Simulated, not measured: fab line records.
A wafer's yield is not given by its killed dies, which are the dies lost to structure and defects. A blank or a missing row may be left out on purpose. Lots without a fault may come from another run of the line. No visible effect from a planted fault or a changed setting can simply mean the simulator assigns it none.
fab line records -- flow nand_harc -- part 1 of 2: steps 1 to 15 of 30
record: lots: 5, wafers: 15, last_day: 32
route steps=1302 shown A_STAIRCASE@668
lots untouched by any fault: they come from a run of this same line in which no faults occurred
start_h: hours from the record's opening day to when the first of the lot's shown wafers began -- wait_h: time in hours since the lot's previous step -- " identical to the entry in the row above -- L1.1+2: a single row standing in for several wafers -- - no value, or no start given -- * or withheld: withheld -- < > ~ a bound
route shown NAME@n: a module of which the file shows steps, and the number in the route of the first -- usual: mean and standard deviation over wafers with no fault -- same: alike in all rows -- chamber/n: place in a boat -- sites: each site's reading -- _std_site: how widely they spread, as a standard deviation -- _edge_site: outer sites' mean less inner sites' -- radius_mm: how far each site lies from the wafer's centre -- mask NAME#n: copy n -- behind: tool/chamber where the wafer was last shaped -- hold: reason for holding the lot/hours on hold/outcome of the hold -- device: which transistor (n, p or np) failed to switch -- end of line: tests run on the same wafers once the route is complete -- a step without rows: its recipe alone -- killed: at the first sort, the dies lost to defects and structure; wafer yield is something else -- map: shows each die of a wafer: x if killed, . if not, _ if none is there
set.NAME: the setting the step ran with; set.NAME@STEP: the setting that earlier step ran with -- model.NAME: the simulator's own value behind a step, which no gauge read
certain route steps with their lots: each step a table, each wafer a row
services: the hour from which a tool's chamber was out of use, counted from the record's first day as start_h (under 0 if before that day), plus the number of hours and why
== steps ==
step: NHARC_A_STAIRCASE_TRIM_12
recipe: time_s: 211.2, o2_flow_sccm: 500, ar_flow_sccm: 0, bias_w: 0, chemistry: O2
usual: drypump_motor_current_A: 5.83/0.25, oes_product_au: 1.004/0.014, rf_vpp_V: 57.6/0.83, showerhead_plenum_p_Torr: 3.49/0.11, throttle_valve_pct: 17.037/0.0094
lot.wafer,tool,chamber,start_h,wait_h,drypump_motor_current_A,oes_product_au,rf_hours_counter_h,rf_vpp_V,showerhead_plenum_p_Torr,throttle_valve_pct
L078.1,rie_diel-04,3,376.92,0.1,5.52,1.014,6,59.5,3.48,17.042
L078.3,rie_diel-04,0,376.92,0.1,5.92,1.014,5,56.2,3.56,17.032
L078.5,rie_diel-04,1,376.92,0.1,5.61,0.999,-,56.2,3.62,17.033
L077.3,rie_diel-05,0,377.56,0.1,5.42,0.977,53,58.3,3.45,17.039
L077.1,rie_diel-05,1,377.56,0.1,6.07,1.020,52,56.6,3.33,17.036
L077.5,rie_diel-05,0,377.56,0.1,5.42,0.964,-,57.7,3.45,17.026
L079.4,rie_diel-05,0,405.06,0.1,5.44,0.977,60,57.4,3.45,17.045
L079.3,rie_diel-05,1,405.06,0.1,6.08,1.010,58,57.5,3.32,17.041
L079.5,rie_diel-05,2,405.06,0.1,6.07,1.008,-,57.7,3.50,17.029
L095.1,rie_diel-05,1,564.00,0.1,6.07,1.007,54,56.4,3.30,17.032
L095.4,rie_diel-05,2,564.00,0.1,6.09,1.009,55,56.7,3.46,17.020
L095.5,rie_diel-05,3,564.00,0.1,5.76,1.015,-,57.1,3.39,17.025
L096.3,rie_diel-05,0,564.91,0.1,5.42,0.977,49,57.9,3.42,17.054
L096.5,rie_diel-05,1,564.91,0.1,6.08,0.998,-,57.0,3.30,17.044
L096.6,rie_diel-05,2,564.91,0.1,6.11,1.009,-,56.6,3.46,17.034
step: NHARC_A_STAIRCASE_ETCH_13
recipe: target_depth_a: 1000, time_s: 40.5, ion_energy_ev: 400, c4f8_flow_sccm: 20, o2_flow_sccm: 10, ar_flow_sccm: withheld, rf_w: 600, bias_w: 1000, chemistry: C4F8/O2
usual: oes_product_au: 0.947/0.017, rf_vpp_V: 895/3.9
lot.wafer,tool,chamber,start_h,wait_h,oes_product_au,rf_hours_counter_h,rf_vpp_V
L078.1,rie_diel-04,3,-,-,0.993,6,894
L078.3,rie_diel-04,0,-,-,0.982,5,895
L078.5,rie_diel-04,0,-,-,0.972,-,898
L077.1,rie_diel-05,3,-,-,0.926,47,891
L077.3,rie_diel-05,0,-,-,0.912,53,895
L077.5,rie_diel-05,2,-,-,0.955,-,896
L079.3,rie_diel-05,3,-,-,0.926,55,892
L079.4,rie_diel-05,0,-,-,0.929,60,893
L079.5,rie_diel-05,2,-,-,0.951,-,894
L095.4,rie_diel-05,2,-,-,0.962,55,892
L095.1,rie_diel-05,0,-,-,0.923,49,894
L095.5,rie_diel-05,1,-,-,0.943,-,887
L096.3,rie_diel-05,1,-,-,0.921,54,888
L096.5,rie_diel-05,1,-,-,0.938,-,887
L096.6,rie_diel-05,2,-,-,0.936,-,893
step: NHARC_A_STAIRCASE_TRIM_14
recipe: time_s: 211.2, o2_flow_sccm: 500, ar_flow_sccm: 0, bias_w: 0, chemistry: O2
usual: drypump_motor_current_A: 5.83/0.27, oes_product_au: 1.002/0.016, rf_vpp_V: 57.7/0.8, showerhead_plenum_p_Torr: 3.49/0.12, throttle_valve_pct: 17.035/0.0092
lot.wafer,tool,chamber,start_h,wait_h,drypump_motor_current_A,oes_product_au,rf_hours_counter_h,rf_vpp_V,showerhead_plenum_p_Torr,throttle_valve_pct
L078.1,rie_diel-04,2,-,-,6.23,1.000,6,59.7,3.71,17.032
L078.3,rie_diel-04,3,-,-,5.51,1.017,6,56.5,3.48,17.042
L078.5,rie_diel-04,2,-,-,6.24,1.014,-,57.4,3.71,17.030
L077.1,rie_diel-05,0,-,-,5.42,0.975,53,57.6,3.45,17.031
L077.3,rie_diel-05,3,-,-,5.75,0.987,47,57.5,3.42,17.027
L077.5,rie_diel-05,1,-,-,6.06,1.013,-,58.4,3.33,17.044
L079.4,rie_diel-05,1,-,-,6.08,1.021,58,58.0,3.32,17.024
L079.3,rie_diel-05,3,-,-,5.76,0.978,55,56.2,3.41,17.047
L079.5,rie_diel-05,2,-,-,6.08,1.005,-,59.1,3.50,17.028
L095.4,rie_diel-05,1,-,-,6.07,0.998,54,56.8,3.30,17.033
L095.1,rie_diel-05,3,-,-,5.76,1.004,53,57.0,3.39,17.037
L095.5,rie_diel-05,2,-,-,6.11,1.000,-,56.7,3.47,17.033
L096.3,rie_diel-05,2,-,-,6.09,1.016,56,59.1,3.46,17.033
L096.6,rie_diel-05,0,-,-,5.43,0.977,-,57.9,3.42,17.020
L096.5,rie_diel-05,1,-,-,6.06,1.007,-,57.4,3.30,17.020
step: NHARC_A_STAIRCASE_ETCH_15
recipe: target_depth_a: 1000, time_s: 40.5, ion_energy_ev: 400, c4f8_flow_sccm: 20, o2_flow_sccm: 10, ar_flow_sccm: withheld, rf_w: 600, bias_w: 1000, chemistry: C4F8/O2
usual: oes_product_au: 0.947/0.016, rf_vpp_V: 895/3.9
lot.wafer,tool,chamber,start_h,wait_h,oes_product_au,rf_hours_counter_h,rf_vpp_V
L078.1,rie_diel-04,3,-,-,0.972,6,894
L078.3,rie_diel-04,1,-,-,0.928,5,899
L078.5,rie_diel-04,2,-,-,0.948,-,904
L077.1,rie_diel-05,3,-,-,0.938,47,891
L077.3,rie_diel-05,1,-,-,0.950,52,889
L077.5,rie_diel-05,3,-,-,0.932,-,891
L079.4,rie_diel-05,3,-,-,0.932,55,892
L079.3,rie_diel-05,0,-,-,0.926,60,894
L079.5,rie_diel-05,2,-,-,0.958,-,895
L095.1,rie_diel-05,1,-,-,0.949,54,888
L095.4,rie_diel-05,2,-,-,0.959,55,893
L095.5,rie_diel-05,3,-,-,0.954,-,891
L096.3,rie_diel-05,0,-,-,0.927,49,892
L096.6,rie_diel-05,0,-,-,0.919,-,891
L096.5,rie_diel-05,1,-,-,0.938,-,888
step: NHARC_A_STAIRCASE_TRIM_16
recipe: time_s: 211.2, o2_flow_sccm: 500, ar_flow_sccm: 0, bias_w: 0, chemistry: O2
usual: drypump_motor_current_A: 5.83/0.26, oes_product_au: 1.003/0.015, rf_vpp_V: 57.7/0.88, showerhead_plenum_p_Torr: 3.49/0.11, throttle_valve_pct: 17.035/0.0096
lot.wafer,tool,chamber,start_h,wait_h,drypump_motor_current_A,oes_product_au,rf_hours_counter_h,rf_vpp_V,showerhead_plenum_p_Torr,throttle_valve_pct
L078.1,rie_diel-04,1,-,-,5.56,0.985,5,57.6,3.62,17.037
L078.3,rie_diel-04,0,-,-,5.95,0.997,5,59.2,3.56,17.036
L078.5,rie_diel-04,1,-,-,5.56,0.983,-,57.2,3.62,17.046
L077.1,rie_diel-05,0,-,-,5.42,0.969,53,56.5,3.45,17.038
L077.3,rie_diel-05,1,-,-,6.07,1.012,52,57.2,3.33,17.022
L077.5,rie_diel-05,1,-,-,6.06,1.009,-,55.9,3.33,17.035
L079.3,rie_diel-05,3,-,-,5.76,0.974,55,58.2,3.41,17.044
L079.4,rie_diel-05,0,-,-,5.41,0.974,60,58.4,3.45,17.048
L079.5,rie_diel-05,2,-,-,6.07,1.006,-,57.0,3.50,17.043
L095.4,rie_diel-05,2,-,-,6.04,1.007,55,56.1,3.46,17.039
L095.1,rie_diel-05,3,-,-,5.79,1.009,53,58.0,3.39,17.045
L095.5,rie_diel-05,3,-,-,5.76,1.008,-,57.1,3.39,17.028
L096.3,rie_diel-05,2,-,-,6.10,1.017,56,57.6,3.46,17.021
L096.5,rie_diel-05,2,-,-,6.11,1.016,-,59.4,3.46,17.029
L096.6,rie_diel-05,3,-,-,5.78,1.015,-,57.3,3.39,17.028
step: NHARC_A_STAIRCASE_ETCH_17
recipe: target_depth_a: 1000, time_s: 40.5, ion_energy_ev: 400, c4f8_flow_sccm: 20, o2_flow_sccm: 10, ar_flow_sccm: withheld, rf_w: 600, bias_w: 1000, chemistry: C4F8/O2
usual: oes_product_au: 0.946/0.016, rf_vpp_V: 895/4
lot.wafer,tool,chamber,start_h,wait_h,oes_product_au,rf_hours_counter_h,rf_vpp_V
L078.1,rie_diel-04,3,-,-,0.989,6,895
L078.3,rie_diel-04,0,-,-,0.966,5,898
L078.5,rie_diel-04,2,-,-,0.953,-,902
L077.1,rie_diel-05,2,-,-,0.962,48,895
L077.3,rie_diel-05,1,-,-,0.956,52,888
L077.5,rie_diel-05,2,-,-,0.960,-,893
L079.4,rie_diel-05,3,-,-,0.926,55,891
L079.3,rie_diel-05,0,-,-,0.921,60,893
L079.5,rie_diel-05,0,-,-,0.924,-,894
L095.1,rie_diel-05,2,-,-,0.935,55,893
L095.4,rie_diel-05,3,-,-,0.948,53,890
L095.5,rie_diel-05,0,-,-,0.932,-,891
L096.3,rie_diel-05,2,-,-,0.937,56,894
L096.6,rie_diel-05,0,-,-,0.926,-,891
L096.5,rie_diel-05,1,-,-,0.940,-,886
step: NHARC_A_STAIRCASE_TRIM_18
recipe: time_s: 211.2, o2_flow_sccm: 500, ar_flow_sccm: 0, bias_w: 0, chemistry: O2
usual: drypump_motor_current_A: 5.83/0.26, oes_product_au: 1.004/0.016, rf_vpp_V: 57.7/0.85, showerhead_plenum_p_Torr: 3.49/0.11, throttle_valve_pct: 17.037/0.0078
lot.wafer,tool,chamber,start_h,wait_h,drypump_motor_current_A,oes_product_au,rf_hours_counter_h,rf_vpp_V,showerhead_plenum_p_Torr,throttle_valve_pct
L078.1,rie_diel-04,3,-,-,5.52,1.027,6,56.6,3.48,17.037
L078.3,rie_diel-04,0,-,-,5.95,1.026,5,58.8,3.56,17.036
L078.5,rie_diel-04,3,-,-,5.52,1.025,-,57.7,3.48,17.046
L077.1,rie_diel-05,3,-,-,5.77,0.981,47,56.8,3.42,17.034
L077.3,rie_diel-05,0,-,-,5.43,0.971,53,58.7,3.45,17.041
L077.5,rie_diel-05,2,-,-,6.07,1.021,-,57.6,3.50,17.034
L079.4,rie_diel-05,2,-,-,6.08,1.020,55,58.0,3.50,17.023
L079.3,rie_diel-05,1,-,-,6.08,1.012,58,56.6,3.32,17.043
L079.5,rie_diel-05,2,-,-,6.08,1.021,-,58.5,3.50,17.033
L095.4,rie_diel-05,3,-,-,5.78,1.009,53,57.7,3.39,17.034
L095.1,rie_diel-05,0,-,-,5.41,0.982,49,56.9,3.42,17.034
L095.5,rie_diel-05,2,-,-,6.08,1.007,-,58.4,3.46,17.049
L096.3,rie_diel-05,1,-,-,6.08,1.002,55,57.2,3.29,17.031
L096.6,rie_diel-05,1,-,-,6.08,1.004,-,57.7,3.29,17.031
L096.5,rie_diel-05,2,-,-,6.10,1.014,-,58.1,3.46,17.043
step: NHARC_A_STAIRCASE_ETCH_19
recipe: target_depth_a: 1000, time_s: 40.5, ion_energy_ev: 400, c4f8_flow_sccm: 20, o2_flow_sccm: 10, ar_flow_sccm: withheld, rf_w: 600, bias_w: 1000, chemistry: C4F8/O2
usual: oes_product_au: 0.946/0.016, rf_vpp_V: 895/4.1
lot.wafer,tool,chamber,start_h,wait_h,oes_product_au,rf_hours_counter_h,rf_vpp_V
L078.3,rie_diel-04,2,-,-,0.947,6,902
L078.1,rie_diel-04,3,-,-,0.961,6,893
L078.5,rie_diel-04,3,-,-,0.955,-,893
L077.3,rie_diel-05,0,-,-,0.912,53,894
L077.1,rie_diel-05,1,-,-,0.943,52,888
L077.5,rie_diel-05,0,-,-,0.908,-,894
L079.4,rie_diel-05,1,-,-,0.952,58,890
L079.3,rie_diel-05,3,-,-,0.917,56,893
L079.5,rie_diel-05,1,-,-,0.954,-,888
L095.1,rie_diel-05,1,-,-,0.936,54,887
L095.4,rie_diel-05,2,-,-,0.933,55,894
L095.5,rie_diel-05,1,-,-,0.949,-,888
L096.3,rie_diel-05,0,-,-,0.921,50,891
L096.6,rie_diel-05,1,-,-,0.935,-,887
L096.5,rie_diel-05,2,-,-,0.936,-,893
step: NHARC_A_STAIRCASE_TRIM_20
recipe: time_s: 211.2, o2_flow_sccm: 500, ar_flow_sccm: 0, bias_w: 0, chemistry: O2
usual: drypump_motor_current_A: 5.83/0.26, oes_product_au: 1.001/0.016, rf_vpp_V: 57.5/0.85, showerhead_plenum_p_Torr: 3.47/0.11, throttle_valve_pct: 17.036/0.009
lot.wafer,tool,chamber,start_h,wait_h,drypump_motor_current_A,oes_product_au,rf_hours_counter_h,rf_vpp_V,showerhead_plenum_p_Torr,throttle_valve_pct
L078.1,rie_diel-04,1,377.91,0.1,5.59,0.991,5,57.0,3.62,17.036
L078.3,rie_diel-04,2,377.91,0.1,6.25,1.009,6,57.3,3.71,17.041
L078.5,rie_diel-04,2,377.91,0.1,6.24,1.009,-,57.0,3.71,17.045
L077.3,rie_diel-05,3,378.65,0.1,5.78,0.983,47,58.6,3.42,17.037
L077.1,rie_diel-05,0,378.65,0.1,5.43,0.968,53,59.5,3.45,17.034
L077.5,rie_diel-05,2,378.65,0.1,6.08,1.020,-,57.9,3.50,17.047
L079.4,rie_diel-04,2,406.08,0.1,6.23,1.003,16,58.4,3.70,17.035
L079.3,rie_diel-04,0,406.08,0.1,5.95,1.013,11,58.6,3.55,17.035
L079.5,rie_diel-04,1,406.08,0.1,5.60,0.989,-,58.0,3.61,17.040
L095.1,rie_diel-05,0,565.02,0.1,5.41,0.991,49,57.5,3.42,17.042
L095.4,rie_diel-05,1,565.02,0.1,6.08,1.012,54,57.2,3.30,17.033
L095.5,rie_diel-05,0,565.02,0.1,5.42,0.981,-,57.0,3.42,17.043
L096.3,rie_diel-05,1,566.27,0.1,6.05,1.015,55,56.8,3.29,17.038
L096.6,rie_diel-05,2,566.27,0.1,6.11,1.016,-,56.8,3.46,17.042
L096.5,rie_diel-05,3,566.27,0.1,5.77,1.003,-,57.0,3.39,17.044
step: NHARC_A_STAIRCASE_ETCH_21
recipe: target_depth_a: 1000, time_s: 40.5, ion_energy_ev: 400, c4f8_flow_sccm: 20, o2_flow_sccm: 10, ar_flow_sccm: withheld, rf_w: 600, bias_w: 1000, chemistry: C4F8/O2
usual: oes_product_au: 0.952/0.018, rf_vpp_V: 894/3.8
lot.wafer,tool,chamber,start_h,wait_h,oes_product_au,rf_hours_counter_h,rf_vpp_V
L078.3,rie_diel-04,3,-,-,0.956,7,893
L078.1,rie_diel-04,1,-,-,0.931,5,900
L078.5,rie_diel-04,2,-,-,0.939,-,904
L077.3,rie_diel-05,3,-,-,0.930,47,892
L077.1,rie_diel-05,0,-,-,0.926,53,894
L077.5,rie_diel-05,0,-,-,0.920,-,895
L079.4,rie_diel-04,3,-,-,0.971,15,894
L079.3,rie_diel-04,1,-,-,0.932,12,899
L079.5,rie_diel-04,0,-,-,0.970,-,898
L095.4,rie_diel-05,0,-,-,0.926,49,891
L095.1,rie_diel-05,2,-,-,0.947,56,893
L095.5,rie_diel-05,3,-,-,0.944,-,891
L096.3,rie_diel-05,0,-,-,0.937,50,891
L096.6,rie_diel-05,2,-,-,0.946,-,893
L096.5,rie_diel-05,3,-,-,0.945,-,890
step: NHARC_A_STAIRCASE_TRIM_22
recipe: time_s: 211.2, o2_flow_sccm: 500, ar_flow_sccm: 0, bias_w: 0, chemistry: O2
usual: drypump_motor_current_A: 5.81/0.26, oes_product_au: 0.999/0.016, rf_vpp_V: 57.8/0.91, showerhead_plenum_p_Torr: 3.46/0.1, throttle_valve_pct: 17.035/0.0095
lot.wafer,tool,chamber,start_h,wait_h,drypump_motor_current_A,oes_product_au,rf_hours_counter_h,rf_vpp_V,showerhead_plenum_p_Torr,throttle_valve_pct
L078.1,rie_diel-04,0,-,-,5.91,1.012,5,57.4,3.56,17.024
L078.3,rie_diel-04,1,-,-,5.58,0.986,5,59.3,3.61,17.030
L078.5,rie_diel-04,3,-,-,5.57,1.004,-,59.2,3.48,17.014
L077.3,rie_diel-05,3,-,-,5.77,0.983,47,58.0,3.42,17.028
L077.1,rie_diel-05,0,-,-,5.43,0.980,53,59.0,3.45,17.045
L077.5,rie_diel-05,2,-,-,6.10,1.024,-,58.5,3.50,17.025
L079.3,rie_diel-04,3,-,-,5.54,1.015,15,58.4,3.47,17.045
L079.4,rie_diel-04,0,-,-,5.92,1.032,12,58.1,3.55,17.037
L079.5,rie_diel-04,2,-,-,6.24,1.018,-,58.0,3.70,17.060
L095.4,rie_diel-05,1,-,-,6.05,1.006,54,58.2,3.30,17.045
L095.1,rie_diel-05,2,-,-,6.08,1.010,56,58.9,3.46,17.028
L095.5,rie_diel-05,1,-,-,6.06,1.001,-,56.5,3.30,17.022
L096.3,rie_diel-05,3,-,-,5.77,0.999,54,56.9,3.39,17.023
L096.5,rie_diel-05,3,-,-,5.80,1.000,-,57.1,3.39,17.031
L096.6,rie_diel-05,0,-,-,5.42,0.972,-,56.2,3.42,17.031
step: NHARC_A_STAIRCASE_ETCH_23
recipe: target_depth_a: 1000, time_s: 40.5, ion_energy_ev: 400, c4f8_flow_sccm: 20, o2_flow_sccm: 10, ar_flow_sccm: withheld, rf_w: 600, bias_w: 1000, chemistry: C4F8/O2
usual: oes_product_au: 0.947/0.017, rf_vpp_V: 894/3.8
lot.wafer,tool,chamber,start_h,wait_h,oes_product_au,rf_hours_counter_h,rf_vpp_V
L078.1,rie_diel-04,2,-,-,0.948,7,902
L078.3,rie_diel-04,0,-,-,0.958,5,898
L078.5,rie_diel-04,3,-,-,0.963,-,892
L077.1,rie_diel-05,1,-,-,0.951,53,887
L077.3,rie_diel-05,3,-,-,0.932,47,893
L077.5,rie_diel-05,0,-,-,0.914,-,892
L079.4,rie_diel-04,0,-,-,0.970,12,897
L079.3,rie_diel-04,2,-,-,0.956,16,903
L079.5,rie_diel-04,3,-,-,0.956,-,895
L095.4,rie_diel-05,3,-,-,0.953,53,891
L095.1,rie_diel-05,2,-,-,0.933,56,893
L095.5,rie_diel-05,3,-,-,0.955,-,891
L096.3,rie_diel-05,3,-,-,0.948,54,891
L096.6,rie_diel-05,2,-,-,0.975,-,893
L096.5,rie_diel-05,3,-,-,0.946,-,891
step: NHARC_A_STAIRCASE_TRIM_24
recipe: time_s: 211.2, o2_flow_sccm: 500, ar_flow_sccm: 0, bias_w: 0, chemistry: O2
usual: drypump_motor_current_A: 5.82/0.26, oes_product_au: 1.000/0.015, rf_vpp_V: 57.4/0.86, showerhead_plenum_p_Torr: 3.46/0.11, throttle_valve_pct: 17.036/0.0088
lot.wafer,tool,chamber,start_h,wait_h,drypump_motor_current_A,oes_product_au,rf_hours_counter_h,rf_vpp_V,showerhead_plenum_p_Torr,throttle_valve_pct
L078.1,rie_diel-04,2,-,-,6.28,1.001,7,58.7,3.71,17.025
L078.3,rie_diel-04,3,-,-,5.55,1.016,7,58.1,3.48,17.039
L078.5,rie_diel-04,3,-,-,5.55,1.011,-,56.3,3.48,17.030
L077.3,rie_diel-05,0,-,-,5.43,0.970,53,56.7,3.45,17.026
L077.1,rie_diel-05,3,-,-,5.76,0.985,47,56.4,3.42,17.039
L077.5,rie_diel-05,1,-,-,6.09,1.014,-,56.7,3.33,17.047
L079.4,rie_diel-04,2,-,-,6.24,1.008,16,59.4,3.70,17.043
L079.3,rie_diel-04,3,-,-,5.52,1.027,16,58.4,3.47,17.035
L079.5,rie_diel-04,3,-,-,5.57,1.017,-,57.7,3.48,17.039
L095.4,rie_diel-05,1,-,-,6.05,1.008,55,57.2,3.30,17.029
L095.1,rie_diel-05,3,-,-,5.76,1.015,54,58.0,3.39,17.030
L095.5,rie_diel-05,1,-,-,6.04,1.011,-,57.7,3.30,17.041
L096.3,rie_diel-05,1,-,-,6.07,1.002,55,57.5,3.29,17.036
L096.5,rie_diel-05,1,-,-,6.07,1.005,-,57.5,3.29,17.035
L096.6,rie_diel-05,2,-,-,6.08,1.009,-,56.5,3.46,17.043
step: NHARC_A_STAIRCASE_ETCH_25
recipe: target_depth_a: 1000, time_s: 40.5, ion_energy_ev: 400, c4f8_flow_sccm: 20, o2_flow_sccm: 10, ar_flow_sccm: withheld, rf_w: 600, bias_w: 1000, chemistry: C4F8/O2
usual: oes_product_au: 0.946/0.017, rf_vpp_V: 894/4
lot.wafer,tool,chamber,start_h,wait_h,oes_product_au,rf_hours_counter_h,rf_vpp_V
L078.1,rie_diel-04,0,-,-,0.949,5,896
L078.3,rie_diel-04,1,-,-,0.926,5,900
L078.5,rie_diel-04,3,-,-,0.955,-,893
L077.3,rie_diel-05,2,-,-,0.958,48,895
L077.1,rie_diel-05,0,-,-,0.920,54,893
L077.5,rie_diel-05,2,-,-,0.957,-,895
L079.4,rie_diel-04,0,-,-,0.986,12,898
L079.3,rie_diel-04,3,-,-,0.955,16,894
L079.5,rie_diel-04,1,-,-,0.940,-,899
L095.4,rie_diel-05,1,-,-,0.927,55,886
L095.1,rie_diel-05,0,-,-,0.932,50,892
L095.5,rie_diel-05,1,-,-,0.942,-,887
L096.3,rie_diel-05,0,-,-,0.936,50,892
L096.5,rie_diel-05,1,-,-,0.951,-,887
L096.6,rie_diel-05,2,-,-,0.962,-,895
step: NHARC_A_STAIRCASE_TRIM_26
recipe: time_s: 211.2, o2_flow_sccm: 500, ar_flow_sccm: 0, bias_w: 0, chemistry: O2
usual: drypump_motor_current_A: 5.83/0.26, oes_product_au: 1.001/0.016, rf_vpp_V: 57.6/0.83, showerhead_plenum_p_Torr: 3.47/0.11, throttle_valve_pct: 17.036/0.0093
lot.wafer,tool,chamber,start_h,wait_h,drypump_motor_current_A,oes_product_au,rf_hours_counter_h,rf_vpp_V,showerhead_plenum_p_Torr,throttle_valve_pct
L078.1,rie_diel-04,1,-,-,5.60,0.993,6,59.5,3.62,17.031
L078.3,rie_diel-04,3,-,-,5.58,1.022,7,56.5,3.48,17.029
L078.5,rie_diel-04,1,-,-,5.56,0.989,-,58.9,3.62,17.028
L077.1,rie_diel-05,2,-,-,6.11,1.015,48,57.4,3.50,17.019
L077.3,rie_diel-05,3,-,-,5.78,0.989,47,57.4,3.42,17.056
L077.5,rie_diel-05,2,-,-,6.11,1.022,-,57.9,3.50,17.041
L079.4,rie_diel-04,0,-,-,5.92,1.015,12,57.3,3.55,17.025
L079.3,rie_diel-04,1,-,-,5.59,0.983,13,56.5,3.61,17.032
L079.5,rie_diel-04,0,-,-,5.92,1.023,-,58.4,3.55,17.043
L095.4,rie_diel-05,1,-,-,6.05,0.993,55,57.5,3.29,17.048
L095.1,rie_diel-05,3,-,-,5.74,0.987,54,57.6,3.38,17.031
L095.5,rie_diel-05,0,-,-,5.43,0.972,-,57.0,3.42,17.038
L096.3,rie_diel-05,2,-,-,6.10,1.006,57,58.6,3.46,17.040
L096.5,rie_diel-05,3,-,-,5.77,1.008,-,58.5,3.39,17.020
L096.6,rie_diel-05,0,-,-,5.43,0.984,-,57.8,3.42,17.041
